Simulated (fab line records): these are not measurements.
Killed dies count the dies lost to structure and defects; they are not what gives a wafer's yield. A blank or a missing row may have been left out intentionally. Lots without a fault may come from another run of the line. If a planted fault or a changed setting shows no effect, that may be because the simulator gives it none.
Struck lot and sound lot, side by side ; flow n5 finfet ; 16 out of 1938 route steps
Sound: wafers L669.1, L669.2, L669.5. The struck wafers were L678.2, L678.3. Last of all comes the cause.
Per side, at each step with rows, come the tool, then ch with its chambers, and then its first start. Under that, the readings that differ: sound wafers ; struck wafers ; difference of the means ; sigmas: that difference in standard deviations of wafers without a fault.
alike: readings with means less than 2 such deviations apart, plus words and numbers identical on both sides. not compared: withheld readings, readings lacking a value on some wafer, bounds such as >300 that could conceal the same value, and numbers that have no deviation in the record and whose values overlap.
The two part at a step that has a row with sigmas, a row that says differs or no value, or rows on one side only. Numbers that don't overlap but have no deviation are shown without sigmas and don't part them. A reading missing from all wafers of one side parts the sides only when that side holds two or more wafers.

N5_BEOL_M10_HM_DEP_02: deposits TiN, target thk 20 nm.
  sound on pvd sputter-03, day 11 01:02; struck on pvd sputter-02, day 13 03:13
  alike: throttle valve pct
then, 8 steps without rows for these wafers: N5_BEOL_M10_COAT_59 (time 60 s, resist thk 100 nm); N5_BEOL_M10_COAT_60 (time 60 s, resist thk 30 nm); N5_BEOL_M10_COAT_05 (resist thk 90 nm); N5_BEOL_M10_EBR_07; N5_BEOL_M10_SOFTBAKE_06 (time 60 s); N5_BEOL_M10_EXPOSE_08 (exposes mask M10); N5_BEOL_M10_PEB_09 (peb time 60 s); N5_BEOL_M10_DEVELOP_10 (develop time 30 s).
N5_BEOL_M10_CD_MEAS_11: the cd target is 64.1 nm.
  sound on cd sem-01 ch 0, day 11 01:24; struck on cd sem-02 ch 0, day 13 03:35
  alike: cd nm
N5_BEOL_M10_OVL_MEAS_12:
  sound on overlay-01 ch 0, day 11 01:26; struck on overlay-02 ch 0, day 13 03:37
  alike: M10_OVL
N5_BEOL_M10_INSPECT_13: inspects for defects (brightfield).
  sound on defect inspect-01, day 11 01:27; struck on defect inspect-01, day 13 03:38
  alike: raw defect count
N5_BEOL_M10_DESCUM_16: chemistry O2, time 7.9 s.
  sound on rie diel-05 ch 1,3, day 11 01:30; struck on rie diel-01 ch 2,3, day 13 03:41
reading;sound;struck;difference;sigmas
rf vpp V (V);241.4 241.8 241.5;246.5 241.9;+2.6;+2
model.CAR-ArF_of_BEOL_M10_COAT_05.thk nm (nm);83.2 83 83.2;85 85.2;+2;
  alike: drypump motor current A, o2 flow sccm, oes product au, showerhead plenum p Torr, throttle valve pct
  not compared: rf hours counter h
N5_BEOL_M10_ETCH_61: etches SiARC in CF4, target depth 39 nm, time 65 s.
  sound on rie diel-05 ch 1,3, day 11 01:32; struck on rie diel-01 ch 2,3, day 13 03:43
reading;sound;struck;difference;sigmas
model.CAR-ArF_of_BEOL_M10_COAT_05.thk nm (nm);55.2 55.2 55.2;57 57.2;+2;
  alike: bias w, drypump motor current A, etch rf on time s, oes product au, rf vpp V, showerhead plenum p Torr, throttle valve pct
  not compared: rf hours counter h
N5_BEOL_M10_ETCH_62: etches SOC in N2/H2, target depth 110 nm, overetch 22 nm, time 165 s.
  sound on rie diel-05 ch 1,3, day 11 01:35; struck on rie diel-01 ch 2,3, day 13 03:46
  alike: bias w, drypump motor current A, oes product au, rf vpp V, showerhead plenum p Torr, throttle valve pct
  not compared: rf hours counter h
after that, 1 step had no rows for these wafers: N5_PASSIVATION_PROBE_49.

WHERE THEY PART
Within this record, at N5_BEOL_M10_DESCUM_16 only. Later steps at which nothing parts them and some readings are alike: N5_BEOL_M10_ETCH_61, N5_BEOL_M10_ETCH_62.

WHY: the cause the simulator had injected
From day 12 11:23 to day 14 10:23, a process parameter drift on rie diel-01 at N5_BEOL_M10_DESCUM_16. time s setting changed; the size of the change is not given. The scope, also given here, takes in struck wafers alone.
